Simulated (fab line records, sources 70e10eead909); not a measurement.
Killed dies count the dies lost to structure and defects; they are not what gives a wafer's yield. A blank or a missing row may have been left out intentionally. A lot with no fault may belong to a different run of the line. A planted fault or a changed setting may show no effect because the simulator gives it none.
Chamber matching :: flow nandHarc :: NHARC_P_GATE_STRIP_108 on rieDiel-07: 4 sister chambers
The step strips in O2. 16 wafers are shown with their chamber, then 8 later ones without.

## WAFERS WITH THEIR CHAMBER
wafer: L431.1
chamber: 1
showerheadPlenumPTorr (Torr): 3.78
drypumpMotorCurrentA (A): 5.67
oesProductAu (a.u.): 0.993

wafer: L431.3
chamber: 2
showerheadPlenumPTorr (Torr): 3.38
drypumpMotorCurrentA (A): 5.97
oesProductAu (a.u.): 1.007

wafer: L431.4
chamber: 3
showerheadPlenumPTorr (Torr): 3.39
drypumpMotorCurrentA (A): 5.72
oesProductAu (a.u.): 1.001

wafer: L436.1
chamber: 1
showerheadPlenumPTorr (Torr): 3.78
drypumpMotorCurrentA (A): 5.67
oesProductAu (a.u.): 0.980

wafer: L436.2
chamber: 3
showerheadPlenumPTorr (Torr): 3.38
drypumpMotorCurrentA (A): 5.72
oesProductAu (a.u.): 1.000

wafer: L436.6
chamber: 1
showerheadPlenumPTorr (Torr): 3.78
drypumpMotorCurrentA (A): 5.69
oesProductAu (a.u.): 0.983

wafer: L442.2
chamber: 0
showerheadPlenumPTorr (Torr): 3.60
drypumpMotorCurrentA (A): 5.95
oesProductAu (a.u.): 1.002

wafer: L442.4
chamber: 3
showerheadPlenumPTorr (Torr): 3.38
drypumpMotorCurrentA (A): 5.72
oesProductAu (a.u.): 0.999

wafer: L442.6
chamber: 3
showerheadPlenumPTorr (Torr): 3.38
drypumpMotorCurrentA (A): 5.71
oesProductAu (a.u.): 0.989

wafer: L447.1
chamber: 3
showerheadPlenumPTorr (Torr): 3.38
drypumpMotorCurrentA (A): 5.73
oesProductAu (a.u.): 0.992

wafer: L447.2
chamber: 0
showerheadPlenumPTorr (Torr): 3.60
drypumpMotorCurrentA (A): 5.94
oesProductAu (a.u.): 1.008

wafer: L447.6
chamber: 2
showerheadPlenumPTorr (Torr): 3.38
drypumpMotorCurrentA (A): 5.96
oesProductAu (a.u.): 1.000

wafer: L446.3
chamber: 1
showerheadPlenumPTorr (Torr): 3.77
drypumpMotorCurrentA (A): 5.65
oesProductAu (a.u.): 0.988

wafer: L446.4
chamber: 2
showerheadPlenumPTorr (Torr): 3.38
drypumpMotorCurrentA (A): 5.95
oesProductAu (a.u.): 1.006

wafer: L446.6
chamber: 1
showerheadPlenumPTorr (Torr): 3.78
drypumpMotorCurrentA (A): 5.67
oesProductAu (a.u.): 0.980

wafer: L448.1
chamber: 0
showerheadPlenumPTorr (Torr): 3.60
drypumpMotorCurrentA (A): 5.95
oesProductAu (a.u.): 1.009

SIGNATURES, as means of the wafers listed above
reading: showerheadPlenumPTorr
chamber 0: 3.6000
chamber 1: 3.7780
chamber 2: 3.3800
chamber 3: 3.3820
scatter within a chamber: 0.00365

reading: drypumpMotorCurrentA
chamber 0: 5.9467
chamber 1: 5.6700
chamber 2: 5.9600
chamber 3: 5.7200
scatter within a chamber: 0.0103

reading: oesProductAu
chamber 0: 1.00633
chamber 1: 0.98480
chamber 2: 1.00433
chamber 3: 0.99620
scatter within a chamber: 0.00499
Rule: distance of a wafer from a chamber = root of the sum over the readings of ((wafer's reading minus chamber's mean) / reading's scatter) squared. The wafer belongs to the nearest chamber; if the next one is less than 2 further off, it can't be placed. The scatter: take each reading less its chamber's mean, square it, sum over the shown wafers, divide by the number of wafers less the number of chambers, and take the root.

## WAFERS WHOSE CHAMBER IS MISSING
wafer: L448.4
showerheadPlenumPTorr (Torr): 3.38
drypumpMotorCurrentA (A): 5.70
oesProductAu (a.u.): 0.988

wafer: L448.6
showerheadPlenumPTorr (Torr): 3.38
drypumpMotorCurrentA (A): 5.95
oesProductAu (a.u.): 0.995

wafer: L449.2
showerheadPlenumPTorr (Torr): 3.38
drypumpMotorCurrentA (A): 5.97
oesProductAu (a.u.): 1.012

wafer: L449.3
showerheadPlenumPTorr (Torr): 3.38
drypumpMotorCurrentA (A): 5.70
oesProductAu (a.u.): 0.998

wafer: L449.6
showerheadPlenumPTorr (Torr): 3.77
drypumpMotorCurrentA (A): 5.70
oesProductAu (a.u.): 0.980

wafer: L450.2
showerheadPlenumPTorr (Torr): 3.77
drypumpMotorCurrentA (A): 5.68
oesProductAu (a.u.): 0.979

wafer: L450.4
showerheadPlenumPTorr (Torr): 3.38
drypumpMotorCurrentA (A): 5.95
oesProductAu (a.u.): 1.012

wafer: L450.6
showerheadPlenumPTorr (Torr): 3.60
drypumpMotorCurrentA (A): 5.93
oesProductAu (a.u.): 1.006

## WHICH CHAMBER EACH ONE RAN IN
wafer: L448.4
from the rows above: 3
in truth: 3

wafer: L448.6
from the rows above: 2
in truth: 2

wafer: L449.2
from the rows above: 2
in truth: 2

wafer: L449.3
from the rows above: 3
in truth: 3

wafer: L449.6
from the rows above: 1
in truth: 1

wafer: L450.2
from the rows above: 1
in truth: 1

wafer: L450.4
from the rows above: 2
in truth: 2

wafer: L450.6
from the rows above: 0
in truth: 0
Correctly placed: 8 of 8. Number that these rows cannot place: 0. 0 placed wrongly.
